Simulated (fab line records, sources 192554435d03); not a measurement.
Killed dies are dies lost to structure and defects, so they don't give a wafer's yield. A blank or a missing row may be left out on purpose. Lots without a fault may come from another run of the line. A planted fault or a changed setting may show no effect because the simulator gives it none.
One fault seen from 2 desks | flow n5_finfet | each desk has only its own numbers; what lay behind them comes last

THE METROLOGY DESK
What the gauges read, lot by lot, whatever tool the lot ran on: means of the sampled wafers that have a number. A lot is out of limits, marked OUT, if its mean lies more than 4 standard deviations from the usual mean; the brackets give that distance. Of its 12 readings 7 are shown: those that lie furthest out on some lot.
Columns: A = M1_THK at N5_BEOL_M1_THK_MEAS_53, usual 40.5 nm; B = M1_RS at N5_BEOL_M1_RS_MEAS_58, usual 0.68 ohm/sq; C = DIBL_P at N5_BEOL_M4_RC_MEAS_101, usual 36.2 mV/V; D = ION_P at N5_BEOL_M4_RC_MEAS_101, usual 462 uA/um; E = SS_N at N5_BEOL_M4_RC_MEAS_101, usual 71.4 mV/dec; F = SS_P at N5_BEOL_M4_RC_MEAS_101, usual 73.2 mV/dec; G = VT_P at N5_BEOL_M4_RC_MEAS_101, usual -251 mV
lot  | first seen here | A    | B    | C    | D   | E    | F    | G
L761 | day 6 09:58     | 41.1 | 0.67 | 36.7 | 454 | 71.9 | 73.8 | -252
L762 | day 6 15:34     | 42.3 | 0.64 | 38.2 | 457 | 71.6 | 73.6 | -250
L767 | day 7 18:29     | 39.3 | 0.70 | 38.0 | 456 | 71.5 | 73.3 | -251
L768 | day 8 06:10     | 41.6 | 0.66 | 37.4 | 469 | 71.5 | 72.9 | -248
L775 | day 9 22:08     | 36.0 | 0.79 | 36.8 | 462 | 71.4 | 72.9 | -248
L780 | day 11 07:14    | 40.5 | 0.68 | 34.8 | 461 | 71.2 | 72.9 | -252
L781 | day 11 07:23    | 39.6 | 0.70 | 36.0 | 458 | 70.9 | 73.3 | -252
L782 | day 12 05:25    | 38.0 | 0.73 | 35.4 | 464 | 71.4 | 72.8 | -249
L783 | day 12 08:07    | 38.7 | 0.72 | 35.9 | 458 | 71.4 | 72.7 | -251
This desk's finding: nothing out of limits on any of the 9 lots.

THE TOOL OWNER'S DESK: pecvd-03
The tool's own readings at N5_BEOL_M0_DEP_125 (deposits SiCN from 3MS/NH3, target thk 8 nm, time 14 s): means of the sampled wafers that have a number, for each lot that ran on this tool. A lot is out of limits, marked OUT, if its mean lies more than 4 standard deviations from the usual mean; the brackets give that distance.
Columns: A = rf_fwd_power_W at N5_BEOL_M0_DEP_125, usual 199.9 W; B = showerhead_plenum_p_Torr at N5_BEOL_M0_DEP_125, usual 3.671 Torr; C = throttle_valve_pct at N5_BEOL_M0_DEP_125, usual 9.1 %
lot  | first seen here | A     | B     | C
L768 | day 7 20:52     | 200.5 | 3.663 | 9.5
L775 | day 9 13:23     | 199.7 | 3.660 | 9.3
This desk's finding: nothing out of limits on any of the 2 lots.

PUT TOGETHER
The metrology desk saw nothing out of limits.
The tool owner's desk saw nothing out of limits.

WHAT THE SIMULATOR HAD PUT IN
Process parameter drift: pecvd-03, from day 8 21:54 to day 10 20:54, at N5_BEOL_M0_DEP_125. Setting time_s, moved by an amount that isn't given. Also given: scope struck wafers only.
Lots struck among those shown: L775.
